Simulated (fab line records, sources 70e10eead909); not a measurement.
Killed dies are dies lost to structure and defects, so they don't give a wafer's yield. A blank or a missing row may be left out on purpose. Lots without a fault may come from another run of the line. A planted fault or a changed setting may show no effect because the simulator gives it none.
fab line records | flow nand_harc
record lots=12 wafers=36 last_day=24
route steps=1159 shown A_CONTACT@842 A_BONDPAD@1059 END@1159
lots that met no fault: from a run of the same line without faults
start_h: hours from the record's first day to the start of the lot's first wafer shown | wait_h: hours since the lot's step before | " the same as in the row above | L1.1+2: a row that stands for several wafers | - no value, or no start given | * or withheld: withheld | < > ~ a bound
route shown NAME@n: a module of which the file shows steps, and the number in the route of the first | usual: mean/standard deviation of fault-free wafers | same: alike in all rows | chamber/n: place in a boat | sites: the reading at each site | _std_site: their standard deviation | _edge_site: outer sites' mean less inner sites' | radius_mm: how far each site lies from the wafer's centre | mask NAME#n: copy n | behind: the tool/chamber that last shaped the wafer | hold: why the lot was held/for how many hours/how that ended | device: the transistor (n, p or np) that didn't switch | end of line: the same wafers' tests at the end of the route | a step without rows: its recipe alone | killed: dies lost to structure and defects at the first sort, not the wafer's yield | map: a wafer's dies, x killed, . not, _ none there
set.NAME: the setting as run; set.NAME@STEP: as run at that earlier step | model.NAME: the simulator's own value behind a step, which no gauge read
steps of the route over a sample of lots; a table a step, a row a wafer
services: from which hour (start_h, from the record's first day; less than 0 if before it) a tool's chamber was out of use, for how many hours, and why
## steps
# step NHARC_A_CONTACT_DEP_28
# recipe target_thk_a=36000 temp_c=400 material=aC
# usual throttle_valve_pct=34.999/0.009
# columns lot.wafer tool chamber start_h wait_h throttle_valve_pct
L395.2 acl_dep-03 0 368.23 0.4 35.012
L395.4 " 0 " " 34.993
L395.6 " 0 " " 35.011
L399.3 acl_dep-01 0 373.95 1.8 35.006
L399.5 " 0 " " 35.003
L399.6 " 0 " " 35.000
L400.1 acl_dep-01 0 385.88 3.1 35.017
L400.2 " 0 " " 35.011
L400.5 " 0 387.33 4.6 34.993
L398.3 acl_dep-03 0 392.42 3.5 35.003
L398.5 " 0 " " 34.995
L398.6 " 0 " " 35.006
L402.1 acl_dep-02 0 414.90 0.1 34.989
L402.4 " 0 415.99 1.1 34.995
L402.5 " 0 " " 35.005
L401.1 acl_dep-02 0 419.62 0.5 35.000
L401.2 " 0 " " 34.998
L401.3 " 0 " " 34.995
L405.1 acl_dep-02 0 426.40 1.7 34.983
L405.2 " 0 " " 34.990
L405.6 " 0 428.23 3.5 34.994
L406.1 acl_dep-02 0 428.60 2.4 35.011
L406.2 " 0 " " 35.006
L406.3 " 0 " " 34.991
L404.2 acl_dep-02 0 433.10 2.6 34.993
L404.3 " 0 " " 34.988
L404.5 " 0 " " 34.993
L411.2 acl_dep-01 0 442.02 0.4 35.017
L411.3 " 0 " " 35.006
L411.6 " 0 443.48 1.9 35.001
L412.2 acl_dep-02 0 470.30 1.1 35.008
L412.3 " 0 " " 34.994
L412.5 " 0 " " 34.994
L413.3 acl_dep-02 0 473.51 3.0 35.010
L413.5 " 0 " " 35.001
L413.6 " 0 " " 34.985
# step NHARC_A_BONDPAD_DEP_00
# recipe target_thk_a=2500 temp_c=370 target_thk_nm=250 pressure_torr=3 flow_sccm=200 rf_w=450 material=SiCN
# usual heater_power_w=590/72
# columns lot.wafer tool chamber start_h wait_h heater_power_w
L395.2 pecvd-02 2 410.00 - 584
L395.6 " 1 " " 650
L395.4 " 0 " " 615
L399.3 pecvd-03 0 - - 564
L399.5 " 1 " " 493
L399.6 " 2 " " 757
L400.2 pecvd-02 1 423.63 - 666
L400.1 " 0 " " 672
L400.5 " 0 " " 666
L398.3 pecvd-01 0 - - 548
L398.6 " 0 " " 563
L398.5 " 2 " " 513
L402.1 pecvd-02 0 459.04 - 672
L402.5 " 0 " " 666
L402.4 " 2 " " 593
L401.1 pecvd-01 0 - - 585
L401.2 " 1 " " 602
L401.3 " 2 " " 456
L405.2 pecvd-02 1 464.14 - 604
L405.1 " 0 " " 633
L405.6 " 1 " " 629
L406.2 pecvd-03 0 465.63 - 530
L406.1 " 1 " " 489
L406.3 " 2 " " 753
L404.3 pecvd-02 1 469.22 - 657
L404.2 " 2 " " 633
L404.5 " 2 " " 620
L411.2 pecvd-02 0 484.24 - 647
L411.3 " 2 " " 624
L411.6 " 2 " " 623
L412.3 pecvd-01 0 518.06 - 625
L412.2 " 2 " " 548
L412.5 " 1 " " 602
L413.3 pecvd-01 0 - - 575
L413.6 " 0 " " 592
L413.5 " 1 " " 527
# step NHARC_A_BONDPAD_ETCH_34
# recipe target_depth_a=600 overetch_a=180 time_s=65.91 ion_energy_ev=200 n2_flow_sccm=150 h2_flow_sccm=150 ar_flow_sccm=0 rf_w=400 bias_w=150 chemistry=N2/H2
# usual chamber_pressure_mTorr=30.000/0.03 drypump_motor_current_A=5.7/0.6 h2_flow_sccm=150.0/0.44 oes_product_au=0.996/0.018 rf_vpp_V=430.9/2.8 showerhead_plenum_p_Torr=2.05/0.098 throttle_valve_pct=14.172/0.0093
# columns lot.wafer tool chamber start_h wait_h chamber_pressure_mTorr drypump_motor_current_A h2_flow_sccm oes_product_au rf_hours_counter_h rf_vpp_V showerhead_plenum_p_Torr throttle_valve_pct
L395.2 rie_diel-02 1 411.50 0.1 29.981 5.2 150.3 1.008 3 427.9 1.95 14.181
L395.4 " 0 " " 30.029 5.5 150.4 0.983 3 434.1 2.19 14.170
L395.6 " 1 " " 30.019 5.2 150.1 1.002 - 427.3 1.95 14.175
L399.3 rie_diel-13 3 411.91 0.1 30.004 6.2 150.4 0.992 49 434.6 2.18 14.174
L399.6 " 2 " " 30.010 5.0 150.0 0.966 - 428.5 1.98 14.174
L399.5 " 3 " " 30.036 6.1 149.8 0.996 - 433.6 2.18 14.172
L400.1 rie_diel-02 1 425.03 0.1 30.049 5.1 149.5 1.008 4 428.1 1.95 14.175
L400.2 " 2 " " 29.980 5.3 150.0 1.015 4 430.4 2.00 14.167
L400.5 " 1 " " 30.000 5.1 149.9 1.006 - 428.4 1.95 14.159
L398.3 rie_diel-02 1 434.17 0.1 30.012 5.2 150.5 0.999 4 428.2 1.95 14.162
L398.5 " 3 " " 30.021 6.8 149.2 0.982 - 434.2 2.13 14.185
L398.6 " 0 " " 30.012 5.5 150.0 0.983 - 435.0 2.19 14.169
L402.4 rie_diel-02 1 460.59 0.1 30.066 5.2 149.5 1.002 5 427.6 1.95 14.171
L402.1 " 2 " " 29.994 5.3 150.8 1.017 5 427.9 2.00 14.152
L402.5 " 0 " " 30.006 5.5 150.1 0.972 - 434.7 2.19 14.192
L401.2 rie_diel-02 0 462.95 0.1 29.972 5.5 150.2 0.986 5 434.1 2.19 14.168
L401.3 " 1 " " 29.982 5.2 149.8 1.000 5 428.8 1.95 14.173
L401.1 " 2 " " 29.965 5.3 150.0 1.012 5 430.4 2.00 14.163
L405.2 rie_diel-02 1 465.66 0.1 30.009 5.1 149.9 1.016 5 428.1 1.95 14.168
L405.1 " 0 " " 29.978 5.5 149.7 0.981 5 435.0 2.19 14.168
L405.6 " 2 " " 29.992 5.3 150.2 1.025 - 428.8 2.00 14.179
L406.1 rie_diel-02 3 467.16 0.1 30.037 6.7 150.0 0.972 5 433.4 2.12 14.191
L406.3 " 0 " " 29.991 5.5 150.2 0.982 5 433.6 2.19 14.168
L406.2 " 1 " " 29.945 5.2 150.7 1.010 6 428.7 1.95 14.164
L404.3 rie_diel-03 2 470.74 0.1 30.020 5.8 150.1 0.998 14 430.0 2.04 14.169
L404.2 " 0 " " 30.010 5.9 150.3 0.997 9 429.6 1.98 14.156
L404.5 " 3 " " 30.003 6.5 150.1 1.012 - 428.6 1.93 14.156
L411.2 rie_diel-03 3 485.88 0.2 30.027 6.5 149.8 0.990 16 427.6 1.93 14.166
L411.3 " 1 " " 30.016 5.4 150.4 1.016 16 433.1 2.18 14.155
L411.6 " 3 " " 30.001 6.5 149.3 1.004 - 428.0 1.93 14.162
L412.2 rie_diel-13 2 519.60 0.2 29.985 5.0 150.2 1.015 19 429.4 1.97 14.181
L412.3 " 3 " " 29.923 6.2 150.2 0.964 21 434.8 2.17 14.166
L412.5 " 2 " " 30.032 5.0 149.3 1.008 - 430.4 1.97 14.195
L413.3 rie_diel-02 1 527.72 0.1 29.986 5.1 149.8 1.002 1 427.9 1.95 14.172
L413.5 " 0 " " 29.976 5.5 150.8 0.969 - 434.2 2.19 14.170
L413.6 " 1 " " 29.985 5.2 149.8 1.000 - 425.8 1.95 14.164
# step NHARC_A_BONDPAD_ETCH_24
# recipe target_depth_a=300 over_etch_frac=0.3 time_s=72.99 ion_energy_ev=150 cf4_flow_sccm=50 n2_flow_sccm=100 ar_flow_sccm=150 rf_w=300 bias_w=100 chemistry=CF4/N2
# usual cf4_flow_sccm=49.99/0.16 chamber_pressure_mTorr=30.002/0.027 drypump_motor_current_A=5.7/0.57 oes_product_au=0.997/0.016 rf_vpp_V=314.4/2 showerhead_plenum_p_Torr=2.64/0.12 throttle_valve_pct=19.794/0.0083
# same over_etch_frac=0.3
# columns lot.wafer tool chamber start_h wait_h cf4_flow_sccm chamber_pressure_mTorr drypump_motor_current_A oes_product_au rf_hours_counter_h rf_vpp_V showerhead_plenum_p_Torr throttle_valve_pct
L395.4 rie_diel-02 2 - - 50.11 29.988 5.4 1.026 3 314.1 2.58 19.809
L395.2 " 3 " " 50.04 30.016 6.8 0.983 3 315.9 2.73 19.796
L395.6 " 1 " " 49.88 29.987 5.2 1.010 - 313.2 2.51 19.806
L399.3 rie_diel-02 3 - - 50.07 30.020 6.8 0.984 3 314.9 2.73 19.789
L399.6 " 1 " " 50.17 30.019 5.2 1.005 - 313.2 2.52 19.794
L399.5 " 2 " " 50.06 30.017 5.3 1.025 - 313.2 2.58 19.779
L400.2 rie_diel-13 1 - - 50.02 29.971 6.0 0.989 57 311.8 2.54 19.786
L400.1 " 2 " " 50.11 30.053 5.0 0.986 58 313.3 2.56 19.795
L400.5 " 1 " " 49.58 30.032 6.0 0.982 - 313.5 2.54 19.810
L398.3 rie_diel-02 0 - - 50.16 30.032 5.5 0.983 4 316.5 2.80 19.792
L398.6 " 1 " " 49.86 30.043 5.1 1.011 - 311.1 2.52 19.801
L398.5 " 2 " " 49.86 30.003 5.3 1.030 - 313.3 2.58 19.788
L402.4 rie_diel-02 3 - - 49.72 29.986 6.8 0.974 5 316.7 2.73 19.793
L402.1 " 0 " " 49.79 29.963 5.5 0.984 5 317.4 2.80 19.805
L402.5 " 0 " " 49.90 30.003 5.5 0.984 - 316.0 2.80 19.809
L401.3 rie_diel-02 0 - - 49.89 30.034 5.5 0.978 5 316.2 2.80 19.815
L401.1 " 1 " " 50.13 30.033 5.1 1.002 5 312.9 2.51 19.795
L401.2 " 3 " " 50.21 30.014 6.8 0.974 5 315.0 2.73 19.799
L405.2 rie_diel-02 3 - - 49.98 30.018 6.7 0.980 5 315.0 2.73 19.798
L405.1 " 2 " " 49.77 29.965 5.3 1.016 6 313.3 2.58 19.794
L405.6 " 0 " " 50.15 30.036 5.5 0.980 - 316.0 2.80 19.787
L406.1 rie_diel-02 0 - - 50.07 30.011 5.5 0.977 6 317.0 2.80 19.795
L406.2 " 1 " " 50.07 29.981 5.2 1.002 6 311.6 2.51 19.799
L406.3 " 3 " " 49.94 30.078 6.7 0.957 5 315.6 2.73 19.791
L404.3 rie_diel-02 1 - - 49.86 29.977 5.2 1.005 6 313.7 2.51 19.790
L404.2 " 0 " " 50.00 29.969 5.5 0.977 6 318.5 2.80 19.790
L404.5 " 1 " " 50.11 30.036 5.2 1.005 - 312.4 2.51 19.794
L411.3 rie_diel-02 3 - - 50.00 30.005 6.8 0.972 6 315.3 2.73 19.788
L411.2 " 2 " " 50.09 29.978 5.3 1.022 6 313.3 2.58 19.793
L411.6 " 3 " " 50.04 29.986 6.7 0.979 - 317.3 2.73 19.802
L412.3 rie_diel-02 3 - - 49.96 30.011 6.7 0.990 0 316.6 2.73 19.780
L412.2 " 0 " " 50.03 30.012 5.5 0.978 0 316.0 2.80 19.783
L412.5 " 2 " " 49.70 30.066 5.2 1.009 - 314.3 2.58 19.791
L413.3 rie_diel-02 2 - - 50.37 30.033 5.3 1.018 1 313.7 2.58 19.790
L413.6 " 3 " " 49.83 30.015 6.8 0.990 - 314.8 2.73 19.802
L413.5 " 0 " " 50.03 29.991 5.5 0.986 - 316.2 2.80 19.788
# step NHARC_END_SORT_01
# recipe temp_c=25
# usual killed_at_array=27/11 killed_at_other=0.7/1.1 killed_at_periphery=3.6/2.4 killed_dies=32/11 killed_open=3.3/1.8 killed_short=2.1/1.5
# same gross_dies=677
# columns lot.wafer tool chamber start_h wait_h killed_at_array killed_at_other killed_at_periphery killed_dies killed_open killed_short
L412.2 prober-01 0 552.99 2.8 142 0 4 146 5 1
L412.3 prober-01 0 553.79 3.1 14 0 0 14 2 2
L412.5 prober-01 0 555.38 3.7 10 2 8 20 4 1
L413.3 prober-01 0 561.81 3.1 27 1 5 33 2 1
L413.5 prober-01 0 563.41 3.7 33 2 3 38 3 1
L413.6 prober-01 0 564.21 4.0 249 0 3 252 1 1
# killed by level:class
L412.2 A_CONTACT:area_dep=126 A_CHANNEL_HOLE_D1:chamber_film_flake=5 A_ZERO_WELL:chamber_film_flake=3 A_CONTACT:chamber_film_flake=3 A_STAIRCASE:chamber_film_flake=2 P_GATE:geometric_particle:open=1 P_M0:geometric_particle:open=1 P_M1:geometric_particle:open=1
L412.3 A_CHANNEL_HOLE_D1:chamber_film_flake=4 A_STAIRCASE:chamber_film_flake=4 A_ONON_D1:geometric_particle:short=1 A_CHANNEL_FILL_D1:geometric_particle:short=1 A_CHANNEL_FILL_D1:geometric_particle:open=1 A_WL_FILL:geometric_particle:open=1 A_ZERO_WELL:chamber_film_flake=1 A_CONTACT:chamber_film_flake=1
L412.5 A_CONTACT:chamber_film_flake=6 P_M0:geometric_particle:open=4 A_STAIRCASE:chamber_film_flake=2 THIN_TSV:chamber_film_flake=2 P_M0:geometric_particle:short=1 P_ZERO_WELL:chamber_film_flake=1 P_M0:chamber_film_flake=1 P_M1:chamber_film_flake=1
L413.3 A_SLIT:chamber_film_flake=13 A_CHANNEL_HOLE_D1:chamber_film_flake=7 A_CONTACT:chamber_film_flake=6 P_CONTACT:geometric_particle:open=2 P_GATE:chamber_film_flake=2 A_CHANNEL_FILL_D1:geometric_particle:short=1 P_STI:chamber_film_flake=1 HYBRID_BOND:latent=1
L413.5 A_SLIT:chamber_film_flake=13 A_CONTACT:chamber_film_flake=8 A_CHANNEL_HOLE_D1:chamber_film_flake=6 P_STI:chamber_film_flake=3 A_STAIRCASE:chamber_film_flake=3 A_CONTACT:geometric_particle:open=2 A_ONON_D1:geometric_particle:short=1 STARTING-WAFER:geometric_particle:open=1
L413.6 A_CONTACT:area_dep=232 A_SLIT:chamber_film_flake=7 A_CHANNEL_HOLE_D1:chamber_film_flake=4 P_STI:chamber_film_flake=2 A_CONTACT:chamber_film_flake=2 A_ONON_D1:geometric_particle:short=1 A_CONTACT:geometric_particle:open=1 P_GATE:chamber_film_flake=1
## services
# columns tool chamber start_h hours kind
acl_dep-02 - 351.26 13.0 pm
rie_diel-02 0 361.20 - clean
rie_diel-02 1 361.20 - clean
rie_diel-02 2 361.20 - clean
rie_diel-02 3 361.20 - clean
rie_diel-02 0 385.73 - clean
rie_diel-02 1 385.73 - clean
rie_diel-02 2 385.73 - clean
rie_diel-03 - 392.31 9.0 pm
acl_dep-03 - 404.93 13.0 pm
pecvd-01 - 418.32 13.0 pm
pecvd-02 - 422.12 0.9 repair
rie_diel-03 0 443.50 13.9 repair
rie_diel-13 - 453.05 9.0 pm
rie_diel-03 3 454.87 3.4 repair
acl_dep-02 - 459.34 0.9 repair
pecvd-01 1 471.42 11.0 repair
rie_diel-02 3 473.09 1.6 repair
pecvd-03 - 473.46 13.0 pm
acl_dep-01 - 476.77 13.0 pm
rie_diel-13 3 489.67 2.4 repair
rie_diel-02 - 504.70 9.0 pm
pecvd-02 - 515.29 13.0 pm
rie_diel-13 0 525.76 2.4 repair
## key
first_sign step=NHARC_END_SORT_01 reading=killed_at_array direction=up sigmas=16 usual=27 struck=196
effect step=NHARC_END_SORT_01 reading=killed_dies direction=up sigmas=15 usual=32 struck=199
more_kills_born_at NHARC_A_CONTACT_DEP_28@acl_dep-02=358
met_at NHARC_A_CONTACT_DEP_28
struck_lots L412,L413
struck_wafers L412.2,L413.6
tester_left_out L412,L413
not_acting_at NHARC_A_BONDPAD_DEP_00,NHARC_A_BONDPAD_ETCH_34,NHARC_A_BONDPAD_ETCH_24
fault kind=process_parameter_drift tool=acl_dep-02 chamber=- onset_h=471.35 steps=NHARC_A_CONTACT_DEP_28 channel=target_thk_a offset=* shape=step end_h=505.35 scope=struck_wafers_only acts_in=* stated=*
# tester_left_out: of these lots the tester's yield and bins aren't shown, on N5 and GAA mostly nor the transistor test; their killed dies are dies lost to structure and defects alone, not to doping, threshold or leakage, so they don't give the yield
